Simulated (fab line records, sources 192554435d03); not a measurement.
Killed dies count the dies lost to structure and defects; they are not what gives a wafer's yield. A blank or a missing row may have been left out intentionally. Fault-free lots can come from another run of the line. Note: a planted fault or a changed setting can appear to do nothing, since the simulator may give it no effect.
Matching of chambers + flow n5_finfet + ald_sin-04 running N5_FIN_SAQP_SPACER2_ALD_28: 4 sister chambers
The step deposits SiO2, target thk 8.1 nm, pulse time 1 s, purge time 2 s. 8 wafers are shown with their chamber, then 9 later ones without.

WAFERS, EACH WITH ITS CHAMBER
| wafer  | chamber | heater_power_w (W) | precursor_pulse_height_rel |
|--------|---------|--------------------|----------------------------|
| L084.3 | 3       | 476                | 0.976                      |
| L085.4 | 3       | 480                | 0.993                      |
| L086.1 | 0       | 422                | 0.995                      |
| L086.2 | 2       | 419                | 0.975                      |
| L086.5 | 1       | 486                | 0.985                      |
| L087.1 | 2       | 431                | 0.989                      |
| L087.2 | 0       | 433                | 0.993                      |
| L087.3 | 1       | 492                | 1.049                      |

WAFERS WITHOUT THEIR CHAMBER
| wafer  | heater_power_w (W) | precursor_pulse_height_rel |
|--------|--------------------|----------------------------|
| L087.4 | 484                | 0.973                      |
| L087.5 | 497                | 1.008                      |
| L087.6 | 429                | 0.998                      |
| L089.1 | 423                | 1.050                      |
| L089.2 | 417                | 1.019                      |
| L089.3 | 485                | 0.969                      |
| L089.4 | 493                | 1.015                      |
| L089.5 | 486                | 1.010                      |
| L089.6 | 433                | 0.993                      |

CHAMBER TAKEN BY EACH
| wafer  | from the rows above     | in truth |
|--------|-------------------------|----------|
| L087.4 | can't be placed: 3 or 1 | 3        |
| L087.5 | can't be placed: 1 or 3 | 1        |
| L087.6 | can't be placed: 0 or 2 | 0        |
| L089.1 | can't be placed: 0 or 2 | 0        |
| L089.2 | can't be placed: 0 or 2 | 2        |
| L089.3 | can't be placed: 3 or 1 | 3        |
| L089.4 | 1                       | 1        |
| L089.5 | can't be placed: 1 or 3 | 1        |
| L089.6 | can't be placed: 0 or 2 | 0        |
Placed correctly: 1 of 9. Cannot be placed on the basis of these rows: 8; the candidates contain the true chamber in 8. Placed wrongly: 0.
How it was worked out, from the rows above alone: a wafer's distance from a chamber is the root of the sum, over the readings, of the square of ((its reading less the chamber's mean) divided by the reading's scatter). If the next closest chamber is less than 2 further off than the closest, the wafer can't be placed; otherwise it belongs to the closest. The mean given for a chamber averages the wafers shown for that chamber. How the scatter is found: for the shown wafers, subtract from each reading the mean of its chamber, square and add these, divide the total by (wafers less chambers), then take the root.
